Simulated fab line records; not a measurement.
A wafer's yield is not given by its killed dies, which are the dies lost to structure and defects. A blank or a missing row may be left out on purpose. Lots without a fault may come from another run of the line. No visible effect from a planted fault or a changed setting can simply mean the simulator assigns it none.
fab line records | flow nand_harc
[record] lots = 11 | wafers = 33 | last_day = 33
route steps=1302 shown P_M0@277 P_M1@290 END@1302
lots that met no fault: taken from a fault-free run of the same line
start_h: the number of hours between the record's first day and the start of the first shown wafer of the lot | wait_h: hours elapsed since this lot's preceding step | " the same as in the row above | L1.1+2: a single row standing in for several wafers | - no value present, or no start provided | * or withheld: withheld | < > ~ a bound
route shown NAME@n: a module of which the file shows steps, and the number in the route of the first | usual: mean and standard deviation over wafers with no fault | same: alike in all rows | chamber/n: place in a boat | sites: readings site by site | _std_site: how widely they spread, as a standard deviation | _edge_site: inner sites' mean taken away from outer sites' mean | radius_mm: for every site, how far away it sits from the centre of the wafer | mask NAME#n: copy n | behind: the most recent tool/chamber to have shaped the wafer | hold: reason for holding the lot/hours on hold/outcome of the hold | device: whichever transistor did not switch (one of n, p or np) | end of line: at the end of the route, the tests of the same wafers | a step without rows: its recipe alone | killed: dies lost to structure and defects at the first sort, not the wafer's yield | map: a wafer's dies, x killed, . not, _ none there
set.NAME: the setting as run; set.NAME@STEP: as run at that earlier step | model.NAME: the simulator's own value behind a step, which no gauge read
route steps across a sampled set of lots; one table per step, one row per wafer
services: a tool's chamber out of use, with start hour (start_h, from the record's first day; less than 0 if before it), hours out, and reason
[[steps]]
[step NHARC_P_M0_ANNEAL_30]
[recipe] temp_c = 225 | time_s = 90
[usual] wafer_temp_C_max = 225.98/0.22
lot.wafer | tool          | chamber | start_h | wait_h | wafer_temp_C_max
L207.1    | rtp_anneal-02 | 0       | 119.43  | -      | 225.83
L207.3    | "             | 0       | "       | "      | 225.51
L207.6    | "             | 0       | "       | "      | 225.75
L209.1    | rtp_anneal-01 | 0       | 143.31  | 0.3    | 225.84
L209.2    | "             | 0       | "       | "      | 225.74
L209.3    | "             | 0       | "       | "      | 225.70
L210.1    | rtp_anneal-01 | 0       | 156.14  | 0.3    | 225.92
L210.4    | "             | 0       | "       | "      | 225.67
L210.5    | "             | 0       | "       | "      | 226.03
L212.2    | rtp_anneal-02 | 0       | 173.01  | -      | 226.03
L212.3    | "             | 0       | "       | "      | 226.03
L212.5    | "             | 0       | "       | "      | 226.02
L214.1    | rtp_anneal-01 | 0       | 193.66  | 0.3    | 226.13
L214.2    | "             | 0       | "       | "      | 225.95
L214.5    | "             | 0       | "       | "      | 225.99
L215.1    | rtp_anneal-02 | 0       | 205.50  | 0.3    | 226.15
L215.4    | "             | 0       | "       | "      | 225.56
L215.6    | "             | 0       | "       | "      | 225.71
L217.1    | rtp_anneal-01 | 0       | 227.30  | -      | 225.95
L217.4    | "             | 0       | "       | "      | 226.12
L217.5    | "             | 0       | "       | "      | 226.00
L218.2    | rtp_anneal-01 | 0       | 233.12  | 0.4    | 225.89
L218.5    | "             | 0       | "       | "      | 226.27
L218.6    | "             | 0       | "       | "      | 226.22
L225.2    | rtp_anneal-01 | 0       | 314.13  | -      | 225.73
L225.4    | "             | 0       | "       | "      | 225.91
L225.6    | "             | 0       | "       | "      | 225.97
L226.1    | rtp_anneal-01 | 0       | 331.18  | -      | 226.32
L226.5    | "             | 0       | "       | "      | 225.96
L226.6    | "             | 0       | "       | "      | 226.19
L230.1    | rtp_anneal-01 | 0       | 351.73  | 0.3    | 225.89
L230.2    | "             | 0       | "       | "      | 226.02
L230.6    | "             | 0       | "       | "      | 225.73
[step NHARC_P_M0_CMP_23]
[recipe] t_overpolish_s = 20 | target_thk_nm = 117.54
[usual] edge_zone_pressure_frac = 1.000/0.0047 | motor_current_A = 11.5/0.88 | pad_life_wafers = 216/98 | time_to_endpoint_s = 29.4/2
lot.wafer | tool   | chamber | start_h | wait_h | edge_zone_pressure_frac | motor_current_A | pad_life_wafers | time_to_endpoint_s
L207.3    | cmp-01 | 0       | 119.83  | -      | 1.000                   | 12.3            | 104             | 29.2
L207.1    | "      | 1       | "       | "      | 0.998                   | 12.5            | 105             | 33.2
L207.6    | "      | 2       | "       | "      | 1.000                   | 11.5            | -               | 33.9
L209.2    | cmp-03 | 2       | 143.66  | -      | 1.007                   | 11.0            | 234             | 29.6
L209.3    | "      | 0       | "       | "      | 1.001                   | 10.1            | 236             | 27.1
L209.1    | "      | 1       | "       | "      | 1.009                   | 12.3            | 237             | 29.0
L210.4    | cmp-03 | 0       | 156.48  | -      | 1.006                   | 10.2            | 276             | 28.5
L210.1    | "      | 1       | "       | "      | 1.011                   | 12.1            | 277             | 30.0
L210.5    | "      | 0       | "       | "      | 1.007                   | 9.8             | -               | 27.2
L212.2    | cmp-01 | 1       | 173.33  | -      | 0.998                   | 13.2            | 307             | 34.3
L212.3    | "      | 2       | "       | "      | 1.000                   | 12.5            | 308             | 32.2
L212.5    | "      | 0       | "       | "      | 0.998                   | 12.2            | -               | 31.0
L214.1    | cmp-03 | 0       | 194.00  | -      | 0.999                   | 9.9             | 108             | 26.7
L214.2    | "      | 1       | "       | "      | 0.998                   | 11.9            | 109             | 31.5
L214.5    | "      | 1       | "       | "      | 1.006                   | 12.3            | -               | 27.3
L215.1    | cmp-03 | 1       | 205.90  | -      | 1.001                   | 11.7            | 146             | 29.0
L215.4    | "      | 2       | "       | "      | 0.995                   | 10.9            | 147             | 31.3
L215.6    | "      | 0       | "       | "      | 0.997                   | 9.7             | -               | 29.0
L217.1    | cmp-03 | 3       | 227.68  | -      | 0.999                   | 11.5            | 193             | 31.8
L217.4    | "      | 0       | "       | "      | 1.002                   | 10.2            | 194             | 28.6
L217.5    | "      | 3       | "       | "      | 0.998                   | 11.8            | -               | 30.3
L218.2    | cmp-03 | 0       | 233.41  | -      | 1.004                   | 10.2            | 222             | 28.5
L218.5    | "      | 0       | "       | "      | 0.996                   | 10.2            | -               | 28.9
L218.6    | "      | 1       | "       | "      | 0.998                   | 12.0            | -               | 30.8
L225.2    | cmp-02 | 1       | 314.42  | -      | 0.994                   | 12.8            | 288             | 29.3
L225.4    | "      | 3       | "       | "      | 1.005                   | 12.0            | 290             | 30.0
L225.6    | "      | 2       | "       | "      | 1.004                   | 10.9            | -               | 26.7
L226.1    | cmp-01 | 3       | 331.59  | -      | 1.006                   | 10.7            | 176             | 31.4
L226.5    | "      | 1       | "       | "      | 1.003                   | 12.2            | -               | 29.3
L226.6    | "      | 2       | "       | "      | 1.003                   | 11.3            | -               | 31.0
L230.2    | cmp-02 | 3       | 352.08  | -      | 1.003                   | 12.6            | 84              | 30.0
L230.1    | "      | 0       | "       | "      | 1.006                   | 10.0            | 85              | 25.9
L230.6    | "      | 0       | "       | "      | 1.007                   | 11.4            | -               | 24.5
[step NHARC_P_M1_SOFTBAKE_04]
[recipe] temp_c = 105 | time_s = 55
[usual] heater_power_total_W = 188.44/0.13 | plate_temp_C = 104.97/0.13
lot.wafer | tool           | chamber | start_h | wait_h | heater_power_total_W | plate_temp_C
L207.1    | litho_track-06 | 0       | 121     | -      | 188.73               | 105.01
L207.3    | "              | 0       | "       | "      | 188.46               | 104.74
L207.6    | "              | 0       | "       | "      | 188.44               | 105.13
L209.1    | litho_track-06 | 0       | 145     | -      | 188.41               | 104.92
L209.2    | "              | 0       | "       | "      | 188.25               | 104.90
L209.3    | "              | 0       | "       | "      | 188.45               | 104.96
L210.1    | litho_track-04 | 0       | 157     | -      | 188.36               | 104.96
L210.4    | "              | 0       | "       | "      | 188.37               | 104.85
L210.5    | "              | 0       | "       | "      | 188.29               | 104.94
L212.2    | litho_track-04 | 0       | 175     | -      | 188.35               | 105.17
L212.3    | "              | 0       | "       | "      | 188.44               | 105.09
L212.5    | "              | 0       | "       | "      | 188.58               | 105.18
L214.1    | litho_track-01 | 0       | 195     | -      | 188.41               | 105.04
L214.2    | "              | 0       | "       | "      | 188.35               | 104.94
L214.5    | "              | 0       | "       | "      | 188.30               | 105.11
L215.1    | litho_track-01 | 0       | 207     | -      | 188.46               | 105.01
L215.4    | "              | 0       | "       | "      | 188.31               | 105.00
L215.6    | "              | 0       | "       | "      | 188.28               | 105.04
L217.1    | litho_track-01 | 0       | 229     | -      | 188.30               | 105.03
L217.4    | "              | 0       | "       | "      | 188.44               | 105.16
L217.5    | "              | 0       | "       | "      | 188.46               | 105.08
L218.2    | litho_track-06 | 0       | 234     | -      | 188.32               | 104.86
L218.5    | "              | 0       | "       | "      | 188.66               | 104.91
L218.6    | "              | 0       | "       | "      | 188.39               | 104.78
L225.2    | litho_track-06 | 0       | 316     | -      | 177.92               | 105.14
L225.4    | "              | 0       | "       | "      | 178.00               | 105.11
L225.6    | "              | 0       | "       | "      | 178.14               | 105.08
L226.1    | litho_track-06 | 0       | 332     | -      | 178.09               | 104.99
L226.5    | "              | 0       | "       | "      | 177.86               | 104.95
L226.6    | "              | 0       | "       | "      | 178.14               | 105.04
L230.1    | litho_track-01 | 0       | 353     | -      | 188.51               | 105.04
L230.2    | "              | 0       | "       | "      | 188.36               | 104.95
L230.6    | "              | 0       | "       | "      | 188.36               | 104.85
[step NHARC_P_M1_ETCH_35]
[recipe] target_depth_a = 400 | overetch_a = 120 | time_s = 43.94 | ion_energy_ev = 200 | n2_flow_sccm = 150 | h2_flow_sccm = 150 | ar_flow_sccm = 0 | rf_w = 400 | bias_w = 150 | chemistry = N2/H2
[usual] drypump_motor_current_A = 5.7/0.45 | oes_product_au = 1.000/0.0076 | rf_vpp_V = 430.6/2.6 | showerhead_plenum_p_Torr = 2.04/0.089 | throttle_valve_pct = 14.172/0.0096
lot.wafer | tool        | chamber | start_h | wait_h | drypump_motor_current_A | oes_product_au | rf_hours_counter_h | rf_vpp_V | showerhead_plenum_p_Torr | throttle_valve_pct
L207.3    | rie_diel-06 | 2       | 122.03  | 0.1    | 5.0                     | 0.987          | 13                 | 433.3    | 2.17                     | 14.186
L207.1    | "           | 0       | "       | "      | 5.3                     | 0.999          | 11                 | 431.6    | 2.06                     | 14.162
L207.6    | "           | 3       | "       | "      | 5.8                     | 0.995          | -                  | 427.3    | 1.98                     | 14.175
L209.2    | rie_diel-06 | 0       | 145.80  | 0.1    | 5.3                     | 0.997          | 1                  | 430.7    | 2.06                     | 14.177
L209.3    | "           | 2       | "       | "      | 5.0                     | 1.009          | 2                  | 433.5    | 2.17                     | 14.174
L209.1    | "           | 3       | "       | "      | 5.8                     | 1.008          | 1                  | 428.4    | 1.98                     | 14.170
L210.4    | rie_diel-09 | 3       | 158.62  | 0.1    | 6.5                     | 0.998          | 1                  | 434.1    | 2.15                     | 14.167
L210.1    | "           | 2       | "       | "      | 5.7                     | 0.995          | 1                  | 432.9    | 2.10                     | 14.178
L210.5    | "           | 3       | "       | "      | 6.5                     | 1.004          | -                  | 434.7    | 2.15                     | 14.161
L212.3    | rie_diel-11 | 1       | 175.75  | 0.1    | 5.7                     | 1.001          | 6                  | 430.2    | 2.05                     | 14.165
L212.2    | "           | 0       | "       | "      | 5.7                     | 1.007          | 4                  | 429.2    | 1.99                     | 14.153
L212.5    | "           | 2       | "       | "      | 6.6                     | 1.012          | -                  | 425.7    | 1.89                     | 14.162
L214.1    | rie_diel-06 | 1       | 196.11  | 0.1    | 5.6                     | 1.010          | 8                  | 431.1    | 2.10                     | 14.174
L214.2    | "           | 2       | "       | "      | 5.0                     | 1.006          | 7                  | 435.0    | 2.17                     | 14.154
L214.5    | "           | 1       | "       | "      | 5.6                     | 1.007          | -                  | 431.9    | 2.10                     | 14.177
L215.1    | rie_diel-09 | 0       | 208.02  | 0.1    | 5.2                     | 0.993          | 17                 | 431.1    | 2.05                     | 14.176
L215.4    | "           | 1       | "       | "      | 5.5                     | 0.992          | 17                 | 426.6    | 1.90                     | 14.162
L215.6    | "           | 3       | "       | "      | 6.5                     | 0.993          | -                  | 434.7    | 2.14                     | 14.179
L217.4    | rie_diel-11 | 2       | 229.92  | 0.1    | 6.6                     | 0.996          | 8                  | 426.2    | 1.89                     | 14.164
L217.1    | "           | 0       | "       | "      | 5.7                     | 1.000          | 7                  | 428.8    | 1.99                     | 14.186
L217.5    | "           | 2       | "       | "      | 6.6                     | 0.997          | -                  | 425.1    | 1.89                     | 14.159
L218.2    | rie_diel-06 | 3       | 235.68  | 0.1    | 5.8                     | 0.992          | 10                 | 428.6    | 1.97                     | 14.152
L218.6    | "           | 0       | "       | "      | 5.3                     | 0.997          | -                  | 431.1    | 2.05                     | 14.167
L218.5    | "           | 1       | "       | "      | 5.6                     | 1.006          | -                  | 432.9    | 2.10                     | 14.179
L225.4    | rie_diel-06 | 0       | 316.59  | 0.1    | 5.3                     | 1.000          | 0                  | 430.2    | 2.05                     | 14.154
L225.2    | "           | 1       | "       | "      | 5.6                     | 0.991          | 0                  | 433.1    | 2.10                     | 14.177
L225.6    | "           | 3       | "       | "      | 5.8                     | 1.004          | -                  | 428.8    | 1.97                     | 14.172
L226.1    | rie_diel-11 | 0       | 333.69  | 0.1    | 5.7                     | 1.000          | 4                  | 428.5    | 1.99                     | 14.157
L226.5    | "           | 1       | "       | "      | 5.7                     | 0.994          | -                  | 430.2    | 2.05                     | 14.177
L226.6    | "           | 2       | "       | "      | 6.5                     | 0.994          | -                  | 425.7    | 1.89                     | 14.184
L230.1    | rie_diel-06 | 0       | 354.22  | 0.1    | 5.3                     | 1.005          | 3                  | 428.9    | 2.05                     | 14.177
L230.2    | "           | 1       | "       | "      | 5.6                     | 0.993          | 4                  | 432.5    | 2.09                     | 14.177
L230.6    | "           | 2       | "       | "      | 5.0                     | 0.988          | -                  | 435.4    | 2.16                     | 14.164
[step NHARC_END_SORT_01]
[recipe] temp_c = 25
[usual] defect_limited_yield = 91.5/2.4 | killed_at_array = 52/16 | killed_at_other = 0.8/1.1 | killed_at_periphery = 4.2/2.5 | killed_dies = 57/16 | killed_open = 3.4/2 | killed_short = 2.6/1.6 | sort_bin_2_pct = 3.0/1.1 | sort_bin_3_pct = 0.6/0.31 | sort_bin_4_pct = 4.8/1.4 | sort_n_pass = 620/16 | sort_rim_yield_pct = 90/4.8 | sort_yield_pct = 91.5/2.4
[same] gross_dies = 677 | sort_bin_5_pct[%] = 0 | sort_bin_6_pct[%] = 0 | sort_bin_7_pct[%] = 0 | sort_bin_8_pct[%] = 0 | sort_rim_n_gross = 106.00
lot.wafer | tool      | chamber | start_h | wait_h | defect_limited_yield[%] | killed_at_array | killed_at_other | killed_at_periphery | killed_dies | killed_open | killed_short | sort_bin_2_pct[%] | sort_bin_3_pct[%] | sort_bin_4_pct[%] | sort_n_pass | sort_rim_yield_pct[%] | sort_yield_pct[%]
L207.1    | prober-02 | 0       | 560.48  | 2.5    | 90.5                    | 60              | 1               | 3                   | 64          | 1           | 4            | 4.3               | 0.4               | 4.7               | 613         | 86                    | 90.5
L207.3    | prober-02 | 0       | 562.07  | 3.1    | 91.4                    | 50              | 2               | 6                   | 58          | 2           | 4            | 2.4               | 1.3               | 4.9               | 619         | 82                    | 91.4
L207.6    | prober-02 | 0       | 564.46  | 4.0    | 90.3                    | 62              | 1               | 3                   | 66          | 2           | 0            | 3.1               | 0.7               | 5.9               | 611         | 98                    | 90.3
L214.1    | prober-01 | 0       | 634.23  | 2.4    | 88.9                    | 72              | 2               | 1                   | 75          | 2           | 2            | 3.4               | 0.6               | 7.1               | 602         | 94                    | 88.9
L214.2    | prober-01 | 0       | 635.03  | 2.7    | 90.5                    | 60              | 2               | 2                   | 64          | 1           | 1            | 3.7               | 0.3               | 5.5               | 613         | 80                    | 90.5
L214.5    | prober-01 | 0       | 637.41  | 3.7    | 87.7                    | 76              | 1               | 6                   | 83          | 3           | 3            | 4.1               | 1.0               | 7.1               | 594         | 84                    | 87.7
L217.1    | prober-02 | 0       | 668.62  | 2.5    | 92.5                    | 43              | 0               | 8                   | 51          | 1           | 1            | 2.4               | 0.4               | 4.7               | 626         | 88                    | 92.5
L217.4    | prober-02 | 0       | 670.98  | 3.4    | 91.6                    | 49              | 1               | 7                   | 57          | 5           | 1            | 2.8               | 0.6               | 5.0               | 620         | 96                    | 91.6
L217.5    | prober-02 | 0       | 671.76  | 3.7    | 91.6                    | 51              | 2               | 4                   | 57          | 3           | 2            | 2.8               | 0.9               | 4.7               | 620         | 97                    | 91.6
L218.2    | prober-01 | 0       | 669.38  | 2.8    | 93.1                    | 46              | 0               | 1                   | 47          | 2           | 2            | 2.5               | 0.6               | 3.8               | 630         | 90                    | 93.1
L218.5    | prober-01 | 0       | 671.79  | 3.7    | 92.0                    | 47              | 3               | 4                   | 54          | 2           | 1            | 3.0               | 0.6               | 4.4               | 623         | 90                    | 92.0
L218.6    | prober-01 | 0       | 672.59  | 4.0    | 90.1                    | 58              | 0               | 9                   | 67          | 4           | 2            | 3.5               | 1.3               | 5.0               | 610         | 89                    | 90.1
L225.2    | prober-02 | 0       | 752.75  | 2.8    | 88.3                    | 73              | 1               | 5                   | 79          | 3           | 0            | 4.9               | 0.6               | 6.2               | 598         | 90                    | 88.3
L225.4    | prober-02 | 0       | 754.35  | 3.4    | 87.4                    | 77              | 0               | 8                   | 85          | 4           | 3            | 4.3               | 0.9               | 7.4               | 592         | 85                    | 87.4
L225.6    | prober-02 | 0       | 755.94  | 4.0    | 88.0                    | 69              | 0               | 12                  | 81          | 5           | 2            | 3.7               | 1.0               | 7.2               | 596         | 90                    | 88.0
L226.1    | prober-01 | 0       | 777.15  | 2.6    | 93.9                    | 35              | 0               | 6                   | 41          | 5           | 1            | 1.8               | 0.3               | 4.0               | 636         | 85                    | 93.9
L226.5    | prober-01 | 0       | 780.31  | 3.7    | 91.7                    | 53              | 0               | 3                   | 56          | 4           | 2            | 2.8               | 0.4               | 5.0               | 621         | 92                    | 91.7
L226.6    | prober-01 | 0       | 781.10  | 3.9    | 92.9                    | 42              | 0               | 6                   | 48          | 8           | 3            | 2.4               | 0.9               | 3.8               | 629         | 88                    | 92.9
// killed by level:class
L207.1 A_SLIT:chamber_film_flake=22 A_CHANNEL_HOLE_D2:chamber_film_flake=21 A_STAIRCASE:chamber_film_flake=5 A_WL_FILL:chamber_film_flake=3 A_CONTACT:chamber_film_flake=3 P_M2:chamber_film_flake=2 P_M0:geometric_particle:open=1 A_CHANNEL_FILL_D1:geometric_particle:short=1
L207.3 A_CHANNEL_HOLE_D2:chamber_film_flake=23 A_SLIT:chamber_film_flake=13 P_M2:chamber_film_flake=5 A_STAIRCASE:chamber_film_flake=3 A_WL_FILL:chamber_film_flake=3 A_CONTACT:chamber_film_flake=3 A_ONON_D1:geometric_particle:short=2 THIN_TSV:chamber_film_flake=2
L207.6 A_CHANNEL_HOLE_D2:chamber_film_flake=33 A_SLIT:chamber_film_flake=14 A_STAIRCASE:chamber_film_flake=4 A_WL_FILL:chamber_film_flake=4 A_ZERO_WELL:chamber_film_flake=2 A_DECK1_JOINT:chamber_film_flake=2 A_CONTACT:chamber_film_flake=2 P_M0:geometric_particle:open=1
L214.1 A_CHANNEL_HOLE_D1:chamber_film_flake=29 A_SLIT:chamber_film_flake=25 A_CHANNEL_HOLE_D2:chamber_film_flake=7 A_BONDPAD:chamber_film_flake=4 A_STAIRCASE:chamber_film_flake=3 THIN_TSV:chamber_film_flake=2 A_CHANNEL_FILL_D1:geometric_particle:open=1 A_DECK1_JOINT:geometric_particle:short=1
L214.2 A_CHANNEL_HOLE_D1:chamber_film_flake=25 A_SLIT:chamber_film_flake=18 A_CHANNEL_HOLE_D2:chamber_film_flake=8 A_STAIRCASE:chamber_film_flake=3 A_WL_FILL:chamber_film_flake=2 A_BONDPAD:chamber_film_flake=2 THIN_TSV:chamber_film_flake=2 P_M0:geometric_particle:open=1
L214.5 A_SLIT:chamber_film_flake=31 A_CHANNEL_HOLE_D1:chamber_film_flake=17 A_CHANNEL_HOLE_D2:chamber_film_flake=10 A_BONDPAD:chamber_film_flake=6 P_M2:chamber_film_flake=4 A_STAIRCASE:chamber_film_flake=4 A_CONTACT:chamber_film_flake=2 P_CONTACT:geometric_particle:short=1
L217.1 A_CHANNEL_HOLE_D1:chamber_film_flake=20 A_CONTACT:chamber_film_flake=8 P_BONDPAD:chamber_film_flake=6 A_CHANNEL_HOLE_D2:chamber_film_flake=5 A_CHANNEL_FILL_D2:chamber_film_flake=3 A_SLIT:chamber_film_flake=3 P_M2:geometric_particle:short=1 A_WL_FILL:geometric_particle:open=1
L218.2 A_SLIT:chamber_film_flake=21 A_CHANNEL_HOLE_D2:chamber_film_flake=11 A_CHANNEL_HOLE_D1:chamber_film_flake=3 A_WL_FILL:chamber_film_flake=3 A_WL_FILL:geometric_particle:short=2 A_STAIRCASE:chamber_film_flake=2 A_BLC:geometric_particle:open=1 A_M0:geometric_particle:open=1
L217.4 A_CHANNEL_HOLE_D1:chamber_film_flake=37 P_CONTACT:chamber_film_flake=3 P_BONDPAD:chamber_film_flake=2 A_CHANNEL_HOLE_D2:chamber_film_flake=2 A_CHANNEL_FILL_D2:chamber_film_flake=2 P_M0:geometric_particle:open=1 P_M1:geometric_particle:open=1 A_ONON_D1:geometric_particle:open=1
L217.5 A_CHANNEL_HOLE_D1:chamber_film_flake=29 P_BONDPAD:chamber_film_flake=4 A_STAIRCASE:chamber_film_flake=4 A_CONTACT:chamber_film_flake=4 A_CHANNEL_HOLE_D2:chamber_film_flake=3 A_CHANNEL_FILL_D2:chamber_film_flake=3 A_SLIT:chamber_film_flake=3 THIN_TSV:chamber_film_flake=2
L218.5 A_SLIT:chamber_film_flake=23 A_CHANNEL_HOLE_D2:chamber_film_flake=11 A_STAIRCASE:chamber_film_flake=4 P_CONTACT:chamber_film_flake=3 A_CHANNEL_HOLE_D1:chamber_film_flake=3 THIN_TSV:chamber_film_flake=3 A_CONTACT:chamber_film_flake=2 A_WL_FILL:geometric_particle:open=1
L218.6 A_SLIT:chamber_film_flake=33 A_CHANNEL_HOLE_D2:chamber_film_flake=7 A_STAIRCASE:chamber_film_flake=5 P_BONDPAD:chamber_film_flake=3 A_WL_FILL:chamber_film_flake=3 P_STI:chamber_film_flake=2 A_CHANNEL_HOLE_D1:chamber_film_flake=2 A_CONTACT:chamber_film_flake=2
L225.2 A_CHANNEL_HOLE_D1:chamber_film_flake=36 A_CHANNEL_HOLE_D2:chamber_film_flake=24 A_SLIT:chamber_film_flake=5 A_CONTACT:chamber_film_flake=4 P_M1:chamber_film_flake=2 A_ONON_D1:geometric_particle:open=1 A_CHANNEL_FILL_D1:geometric_particle:open=1 A_DECK1_JOINT:geometric_particle:open=1
L225.4 A_CHANNEL_HOLE_D1:chamber_film_flake=33 A_CHANNEL_HOLE_D2:chamber_film_flake=21 A_SLIT:chamber_film_flake=8 P_M1:chamber_film_flake=6 A_WL_FILL:chamber_film_flake=3 A_CONTACT:chamber_film_flake=3 A_CHANNEL_HOLE_D2:geometric_particle:open=2 A_ZERO_WELL:chamber_film_flake=2
L225.6 A_CHANNEL_HOLE_D1:chamber_film_flake=38 A_CHANNEL_HOLE_D2:chamber_film_flake=21 P_GATE:chamber_film_flake=4 P_M1:chamber_film_flake=4 A_CONTACT:chamber_film_flake=2 P_GATE:geometric_particle:open=1 P_M0:geometric_particle:open=1 P_M1:geometric_particle:open=1
L226.1 A_CHANNEL_HOLE_D2:chamber_film_flake=18 A_SLIT:chamber_film_flake=4 A_CONTACT:chamber_film_flake=3 P_M0:geometric_particle:open=2 P_GATE:chamber_film_flake=2 A_CHANNEL_HOLE_D1:unspecified=2 A_CHANNEL_HOLE_D1:chamber_film_flake=2 P_M2:geometric_particle:open=1
L226.5 A_CHANNEL_HOLE_D2:chamber_film_flake=30 A_SLIT:chamber_film_flake=8 A_CHANNEL_HOLE_D1:unspecified=5 P_GATE:chamber_film_flake=2 A_M0:chamber_film_flake=2 A_CHANNEL_FILL_D1:geometric_particle:open=1 A_CHANNEL_FILL_D1:geometric_particle:short=1 A_CHANNEL_FILL_D2:geometric_particle:short=1
L226.6 A_CHANNEL_HOLE_D2:chamber_film_flake=25 P_GATE:chamber_film_flake=3 A_CHANNEL_HOLE_D1:unspecified=3 A_SLIT:chamber_film_flake=3 A_CHANNEL_FILL_D1:geometric_particle:short=2 A_STAIRCASE:chamber_film_flake=2 P_STI:geometric_particle:open=1 P_CONTACT:geometric_particle:open=1
[[services]]
tool           | chamber | start_h | hours | kind
cmp-01         | -       | 101.71  | 1.3   | repair
cmp-01         | -       | 109.97  | 0.9   | repair
rie_diel-11    | 0       | 114.64  | 12.7  | repair
rie_diel-11    | 2       | 117.58  | 2.6   | repair
rie_diel-06    | -       | 130.29  | 9.0   | pm
cmp-01         | -       | 137.23  | 1.8   | repair
rie_diel-11    | -       | 145.62  | 0.2   | repair
litho_track-01 | -       | 155.00  | 7.0   | pm
rie_diel-06    | 2       | 156.82  | 3.8   | repair
cmp-03         | -       | 162.05  | 4.0   | pm
cmp-01         | -       | 166.70  | 0.4   | repair
litho_track-06 | -       | 179.00  | 7.0   | pm
cmp-01         | -       | 185.50  | 4.0   | pm
rie_diel-06    | 2       | 199.09  | 16.3  | repair
cmp-03         | -       | 201.72  | 1.2   | repair
cmp-03         | -       | 218.32  | 3.2   | repair
rie_diel-06    | 2       | 231.85  | 3.3   | repair
cmp-03         | -       | 260.05  | 4.0   | pm
rie_diel-06    | 3       | 265.94  | 6.4   | repair
rie_diel-06    | 3       | 280.98  | 3.3   | repair
cmp-03         | -       | 300.79  | 0.4   | repair
rie_diel-06    | -       | 307.29  | 9.0   | pm
litho_track-01 | -       | 330.00  | 7.0   | pm
litho_track-06 | -       | 354.00  | 7.0   | pm
[[key]]
[first_sign] step = NHARC_P_M1_SOFTBAKE_04 | reading = heater_power_total_W | direction = down | sigmas = 81 | usual = * | struck = *
effect none on later readings
met_at NHARC_P_M1_SOFTBAKE_04
struck_lots L225,L226
not_acting_at NHARC_P_M0_ANNEAL_30,NHARC_P_M0_CMP_23,NHARC_P_M1_ETCH_35
onset_between 234 316
[fault] kind = process_parameter_drift | tool = litho_track-06 | chamber = - | onset_h = 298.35 | steps = NHARC_P_M1_SOFTBAKE_04 | channel = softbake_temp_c | offset = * | shape = step | end_h = 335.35 | acts_in = * | stated = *
